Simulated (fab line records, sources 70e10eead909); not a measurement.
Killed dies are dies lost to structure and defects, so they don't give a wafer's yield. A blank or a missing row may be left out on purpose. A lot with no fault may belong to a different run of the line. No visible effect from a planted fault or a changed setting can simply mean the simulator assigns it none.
A lot that was struck, set against a sound lot :: flow nand harc :: 13 out of 1302 route steps
Sound: these wafers, L236.3, L236.4, L236.6. Wafers L226.1, L226.2, L226.4 were the ones struck. The cause comes at the end.
Order at every step that has rows: each side's tool, ch and its chambers, its first start. Under that, the readings that differ: sound wafers :: struck wafers :: difference of the means :: sigmas: that difference in standard deviations of wafers without a fault.
alike: readings with means less than 2 such deviations apart, plus words and numbers identical on both sides. not compared: withheld readings, readings lacking a value on some wafer, bounds such as >300 that could conceal the same value, and numbers that have no deviation in the record and whose values overlap.
A row with sigmas, a row that says differs or no value, or rows on one side alone: a step with any of these is where the two part. Non-overlapping numbers with no deviation appear without sigmas and do not part them. A reading missing from all wafers of one side parts the sides only when that side holds two or more wafers.

NHARC_A_STAIRCASE_TRIM_226: chemistry O2, time 211.2 s.
  sound: rie diel-12 ch 2,3; struck: rie diel-13 ch 1,2,3
  alike: drypump motor current A, oes product au, rf vpp V, showerhead plenum p Torr, throttle valve pct
  not compared: rf hours counter h
then, 3 steps without rows for these wafers: NHARC_A_STAIRCASE_ETCH_227 (etches the open film in C4F8/O2, target depth 100 nm, time 40.5 s); NHARC_A_STAIRCASE_TRIM_229 (chemistry O2, time 211.2 s); NHARC_A_STAIRCASE_ETCH_230 (etches the open film in C4F8/O2, target depth 100 nm, time 40.5 s).
NHARC_A_STAIRCASE_TRIM_231: chemistry O2, time 211.2 s.
  sound: rie diel-12 ch 0,3; struck: rie diel-13 ch 0,1,3
  alike: drypump motor current A, oes product au, rf vpp V, showerhead plenum p Torr, throttle valve pct
  not compared: rf hours counter h
then, 1 step without rows for these wafers: NHARC_A_STAIRCASE_ETCH_232 (etches the open film in C4F8/O2, target depth 100 nm, time 40.5 s).
NHARC_A_STAIRCASE_TRIM_233: chemistry O2, time 211.2 s.
  sound: rie diel-12 ch 2,3; struck: rie diel-13 ch 0,1,2
reading: oes product au (a.u.)
sound: 1.004 1.008 1.008
struck: 0.990 0.987 0.991
difference: -0.017
sigmas: -2
  alike: drypump motor current A, rf vpp V, showerhead plenum p Torr, throttle valve pct
  not compared: rf hours counter h
then, 1 step without rows for these wafers: NHARC_A_STAIRCASE_ETCH_234 (etches the open film in C4F8/O2, target depth 100 nm, time 40.5 s).
NHARC_A_STAIRCASE_TRIM_235: chemistry O2, time 211.2 s.
  sound: rie diel-12 ch 0,2,3; struck: rie diel-13 ch 1,2,3
reading: oes product au (a.u.)
sound: 0.998 1.010 1.009
struck: 0.988 0.990 0.994
difference: -0.015
sigmas: -2
  alike: drypump motor current A, rf vpp V, showerhead plenum p Torr, throttle valve pct
  not compared: rf hours counter h
NHARC_A_STAIRCASE_ETCH_236: etches the open film in C4F8/O2, target depth 100 nm, time 40.5 s.
  sound: rie diel-12 ch 0,3; struck: rie diel-13 ch 0,1,2
  alike: oes product au, rf vpp V
  not compared: rf hours counter h
NHARC_A_STAIRCASE_STRIP_238: strips in O2.
  sound on plasma asher-01 ch 0,1, day 22 05:07; struck on plasma asher-02 ch 0,1, day 18 04:47
  no value came back on the struck wafers for drypump motor current A (A), heater power w (W); on the sound wafers drypump motor current A (A) reads 6.4 5.2 6.4
  not compared: rf hours counter h
then, 1 step without rows for these wafers: NHARC_A_STAIRCASE_STRIP_239 (strips in SPM, time 900 s).
-- break in the record here, with 8 days between the starts of the struck wafers on either side (left off in module A_STAIRCASE, picked up again in module END, where the first step shown is number 1302 on the route) --
NHARC_END_SORT_01:
  sound on prober-01 ch 0, day 30 01:58; struck on prober-01 ch 0, day 26 08:31
  alike: killed at array, killed at other, killed at periphery, killed dies, killed open, killed short

## WHERE THEY PART
Earliest at NHARC_A_STAIRCASE_TRIM_233; latest, in this record, at NHARC_A_STAIRCASE_STRIP_238. Later steps at which nothing parts them and some readings are alike: NHARC_END_SORT_01.

WHY: whatever the simulator had introduced
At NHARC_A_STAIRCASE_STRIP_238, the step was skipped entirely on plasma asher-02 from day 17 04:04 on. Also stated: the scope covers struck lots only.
